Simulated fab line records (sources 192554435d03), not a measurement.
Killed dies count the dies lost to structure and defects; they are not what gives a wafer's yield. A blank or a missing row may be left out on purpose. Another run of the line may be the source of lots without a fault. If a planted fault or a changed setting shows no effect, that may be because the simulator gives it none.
fab line records ; flow n5Finfet
record: lots: 5; wafers: 15; lastDay: 17
route steps=1938 shown BEOL_M4@1052 PASSIVATION@1936
lots untouched by any fault: they come from a run of this same line in which no faults occurred
startH: hours from the record's first day to the start of the lot's first wafer shown ; waitH: hours from the lot's prior step to this one ; " as in the row above ; L1.1+2: one row covering several wafers at once ; - no value, or no start was given ; * or withheld: withheld ; < > ~ a bound
route shown NAME@n: names a module that has steps shown in the file, with the first one's number in the route ; usual: the fault-free wafers' mean and standard deviation ; same: alike in all rows ; chamber/n: place in a boat ; sites: each site's reading ; _std_site: the standard deviation of these ; _edge_site: inner sites' mean taken away from outer sites' mean ; radiusMm: for every site, how far away it sits from the centre of the wafer ; mask NAME#n: copy n ; behind: tool/chamber where the wafer was last shaped ; hold: what put the lot on hold/how long, in hours/how the hold closed ; device: transistor that didn't switch, given as n, p or np ; end of line: tests run on the same wafers once the route is complete ; for a step that has no rows: nothing shown but its recipe ; killed: at the first sort, the dies lost to defects and structure; wafer yield is something else ; map: a wafer's dies, x killed, . not, _ none there
set.NAME: the setting as run; set.NAME@STEP: as run at that earlier step ; model.NAME: the simulator's own value behind a step, which no gauge read
lots at selected steps of the route; one table per step, one row per wafer
services: the hour from which a tool's chamber was out of use, counted from the record's first day as startH (under 0 if before that day), plus the number of hours and why
== steps ==
step: N5_BEOL_M4_SOFTBAKE_23
recipe: tempC: 110; timeS: 60; resist: CAR-EUV
step: N5_BEOL_M4_EXPOSE_25
recipe: maskId: V3; na: 0.33; sourceShape: quasar; sigmaInner: 0.2; sigmaOuter: 0.8; polarization: unpolarized; defocusNm: 5; doseMj: 63
step: N5_BEOL_M4_PEB_26
recipe: pebTempC: 100; pebTimeS: 60; resist: CAR-EUV
step: N5_BEOL_M4_DEVELOP_27
recipe: developTimeS: 30; developer: TMAH; resist: CAR-EUV; rinseLiquid: surfactantRinse; dry: airSpin; devTempC: 23
step: N5_BEOL_M4_DESCUM_33
recipe: chemistry: O2; timeS: 7; sourcePowerW: 50; biasPowerW: 20; pressureMtorr: 20; rfFrequencyHz: 2.712e+07; tempC: 40; resist: CAR-EUV; o2FlowSccm: 225
step: N5_BEOL_M4_ETCH_77
recipe: chemistry: N2/H2; target: underlayer; targetDepthA: 65; maskMaterial: CAR-EUV; timeS: 5.2; ionEnergyEv: 200; pressureMtorr: 30; sourceW: 840; biasW: 150; n2FlowSccm: 200; h2FlowSccm: 200; ends: cleared
step: N5_BEOL_M4_ETCH_69
recipe: chemistry: CF4; target: SiARC; targetDepthA: 156; maskMaterial: CAR-EUV; timeS: 26; ionEnergyEv: 80; pressureMtorr: 40; sourceW: 545; biasW: 36; Ar_flow_sccm: 100; cf4FlowSccm: 100; ends: cleared
step: N5_BEOL_M4_ALD_98
recipe: material: SiO2; targetThkA: 25; tempC: 100; aldPrecursorFamily: BDEAS; aldCoReactant: O2-plasma; pulseTimeS: 1; coReactantPulseTimeS: 1; purgeTimeS: 2; coReactantPurgeTimeS: 2; aldCycles: 17; pressureTorr: 2
step: N5_BEOL_M4_ETCHBACK_99
recipe: chemistry: CHF3; target: SiO2; targetDepthA: 50; timeS: 10.4; sourceW: 215; biasW: 47; Ar_flow_sccm: 200; CHF3_flow_sccm: 12; ionEnergyEv: 100; pressureMtorr: 30
step: N5_BEOL_M4_ETCH_70
recipe: chemistry: N2/H2; target: SOC; targetDepthA: 800; overetchA: 240; maskMaterial: SiARC; tempC: 40; timeS: 130; ionEnergyEv: 200; pressureMtorr: 30; sourceW: 840; biasW: 150; n2FlowSccm: 200; h2FlowSccm: 200
usual: drypumpMotorCurrentA: 6.0/0.4; oesProductAu: 0.58/0.066; rfVppV: 524.2/2; showerheadPlenumPTorr: 2.56/0.067; throttleValvePct: 17.90/0.21
same: timeS: 130
lot.wafer;tool;chamber;startH;waitH;drypumpMotorCurrentA;oesProductAu;rfHoursCounterH;rfVppV;showerheadPlenumPTorr;throttleValvePct;model.SiARC_of_BEOL_M4_COAT_68.thkNm
L240.1;rieDiel-01;0;228.98;0.0;6.5;0.63;48;527.5;2.69;17.87;5.8
L240.3;rieDiel-01;2;228.98;0.0;5.9;0.54;164;523.2;2.54;17.77;5.8
L240.6;rieDiel-01;3;228.98;0.0;6.1;0.61;-;523.4;2.57;17.91;5.8
L246.3;rieDiel-01;0;276.97;0.0;6.5;0.61;67;527.5;2.68;17.91;2.6
L246.4;rieDiel-01;1;276.97;0.0;6.6;0.52;228;523.7;2.51;18.21;2.6
L246.6;rieDiel-01;3;276.97;0.0;6.1;0.59;-;523.9;2.56;17.96;2.6
L249.1;rieDiel-01;2;281.42;0.0;5.9;0.53;184;523.4;2.53;17.80;2.6
L249.4;rieDiel-01;3;281.42;0.0;6.1;0.59;92;524.5;2.56;17.95;2.6
L249.6;rieDiel-01;0;281.42;0.0;6.5;0.61;-;528.4;2.68;17.91;2.6
L250.1;rieDiel-01;2;293.51;0.0;5.8;0.53;188;522.7;2.53;17.82;2.6
L250.3;rieDiel-01;0;293.51;0.0;6.5;0.61;73;525.5;2.68;17.92;2.4
L250.5;rieDiel-01;1;293.51;0.0;6.6;0.52;-;522.7;2.51;18.22;2.4
L252.3;rieDiel-03;1;301.60;0.0;6.0;0.65;25;522.9;2.49;17.87;5.8
L252.5;rieDiel-03;2;301.60;0.0;5.8;0.51;-;521.5;2.52;18.07;6
L252.6;rieDiel-03;3;301.60;0.0;6.1;0.68;-;522.6;2.49;17.53;5.6
step: N5_BEOL_M4_STRIP_71
recipe: chemistry: N2/H2; tempC: 40; n2FlowSccm: 200; h2FlowSccm: 200; rfFrequencyHz: 6e+07
step: N5_BEOL_M4_RC_MEAS_101
usual: DIBL_N: 36.3/1.2; DIBL_P: 36.7/1.5; IOFF_N: 0.164/0.02; IOFF_P: 0.214/0.024; ION_N: 673/8.5; ION_P: 461/5.9; SS_N: 71.6/0.44; SS_P: 73.3/0.55; VT_N: 249.4/2.4; VT_P: -250.0/2.3
lot.wafer;tool;chamber;startH;waitH;DIBL_N[mV/V];DIBL_P[mV/V];IOFF_N[nA/um];IOFF_P[nA/um];ION_N[uA/um];ION_P[uA/um];SS_N[mV/dec];SS_P[mV/dec];VT_N[mV];VT_P[mV]
L240.1;prober-02;0;233.20;0.0;38.0;38.7;0.196;0.258;672;464;72.0;73.9;248.1;-245.5
L240.3;prober-02;0;233.20;0.0;35.6;35.4;0.153;0.209;671;459;72.1;73.8;252.9;-250.9
L240.6;prober-02;0;233.20;0.0;36.2;36.1;0.160;0.213;673;462;72.3;74.1;249.9;-250.0
L246.3;prober-02;0;283.15;0.3;36.9;38.5;0.214;0.250;692;473;72.3;74.0;243.5;-248.5
L246.4;prober-02;0;283.15;0.3;36.1;36.1;0.174;0.210;674;466;72.0;73.3;249.3;-251.5
L246.6;prober-02;0;283.15;0.3;36.5;37.8;0.187;0.233;680;459;71.7;73.5;244.2;-249.7
L249.1;prober-02;0;286.17;0.0;37.4;36.7;0.173;0.218;677;464;71.2;72.6;249.8;-250.0
L249.4;prober-02;0;286.17;0.0;36.9;35.8;0.159;0.203;656;453;71.7;73.3;250.4;-253.3
L249.6;prober-02;0;286.17;0.0;36.5;35.9;0.157;0.211;668;459;71.1;73.2;249.5;-249.3
L250.1;prober-01;0;300.04;0.0;36.3;37.0;0.167;0.223;677;466;71.0;72.8;248.7;-250.5
L250.3;prober-01;0;300.04;0.0;37.6;37.8;0.191;0.241;672;455;72.1;73.7;245.5;-250.5
L250.5;prober-01;0;300.04;0.0;35.0;35.8;0.150;0.207;676;464;71.3;72.3;247.3;-251.2
L252.3;prober-02;0;307.49;0.3;37.3;39.5;0.178;0.237;679;466;71.8;73.9;250.1;-250.4
L252.5;prober-02;0;307.49;0.3;38.1;40.5;0.196;0.242;682;467;72.0;74.5;247.9;-249.3
L252.6;prober-02;0;307.49;0.3;36.9;39.9;0.183;0.241;688;469;71.3;73.9;247.6;-249.9
step: N5_PASSIVATION_PROBE_49
usual: defectLimitedYield: 91.2/1.5; killed_at_M0_to_M3: 35/11; killed_at_M4_up: 13/5.6; killedAtContacts: 13/6.3; killedAtFrontEnd: 38/12; killedAtOther: 3.7/2.9; killedDies: 104/18; killedOpen: 69/13; killedShort: 34/8.3; sort_bin_5_function: 5.2/0.95; sort_bin_6_memory: 3.3/0.68; sortNPass: 1076/18; sortYieldPct: 91.2/1.5
same: grossDies: 1180; killedAtBackSide: 0; sort_bin_4_leakage[%]: 0; sort_bin_8_speed[%]: 0
lot.wafer;tool;chamber;startH;waitH;defectLimitedYield[%];killed_at_M0_to_M3;killed_at_M4_up;killedAtContacts;killedAtFrontEnd;killedAtOther;killedDies;killedOpen;killedShort;sort_bin_5_function[%];sort_bin_6_memory[%];sortNPass;sortYieldPct[%]
L250.1;prober-01;-;409.84;0.0;93.4;17;14;9;37;1;78;49;26;4.4;2.0;1102;93.4
L250.3;prober-01;-;409.94;0.1;91.4;42;7;13;34;5;101;71;29;5.3;3.1;1079;91.4
L250.5;prober-01;-;410.04;0.2;90.7;22;13;29;45;1;110;66;41;5.9;3.2;1070;90.7
killed by level:class
L250.1 FIN_SAQP:geometricParticle:short=8 MOL_CONTACT_COAG:geometricParticle:open=7 BEOL_M1:geometricParticle:open=6 DUMMY_GATE:geometricParticle:open=5 BEOL_M3:geometricParticle:open=5 FIN_SAQP:geometricParticle:open=3 GATE_CUT:geometricParticle:open=3 GATE_CUT:geometricParticle:short=3
L250.3 MOL_CONTACT_COAG:geometricParticle:open=11 BEOL_M2:geometricParticle:open=11 FIN_SAQP:geometricParticle:open=10 BEOL_M3:geometricParticle:open=8 BEOL_M0_SAQP:geometricParticle:open=7 FIN_SAQP:geometricParticle:short=5 STI_FIN_REVEAL:geometricParticle:open=5 BEOL_M0_SAQP:geometricParticle:short=5
L250.5 MOL_CONTACT_COAG:geometricParticle:open=24 FIN_SAQP:geometricParticle:short=13 STI_FIN_REVEAL:geometricParticle:open=9 MOL_CONTACT_COAG:geometricParticle:short=5 BEOL_M0_SAQP:geometricParticle:short=5 BEOL_M2:geometricParticle:open=5 BEOL_M3:geometricParticle:open=5 STI_FIN_REVEAL:geometricParticle:short=4
== services ==
tool;chamber;startH;hours;kind
rieDiel-03;3;213.59;-;clean
rieDiel-03;3;213.59;-;consumableReplace:focusRing
rieDiel-03;3;213.59;18.4;scheduledDown
rieDiel-03;3;213.59;18.4;ventCycle
rieDiel-01;1;228.63;16.2;repair
rieDiel-03;-;239.55;1.0;repair
rieDiel-03;0;242.02;-;clean
rieDiel-03;0;242.02;-;consumableReplace:focusRing
rieDiel-03;0;242.02;17.0;scheduledDown
rieDiel-03;0;242.02;17.0;ventCycle
rieDiel-03;1;261.09;19.7;repair
== key ==
firstSign none at tools or gauges
modelEffect: step: N5_BEOL_M4_ETCH_70; value: SiARC_of_BEOL_M4_COAT_68.thkNm; without: 5.889; struck: 2.556
metAt N5_BEOL_M4_ETCH_70
struckWafers L246.3,L246.4,L246.6,L249.1,L249.4,L249.6,L250.1,L250.3,L250.5
onsetBetween 228.98 276.97
fault: kind: processParameterDrift; tool: rieDiel-01; chamber: -; onsetH: 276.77; steps: N5_BEOL_M4_ETCH_70; channel: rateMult; offset: 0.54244; shape: step; endH: 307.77
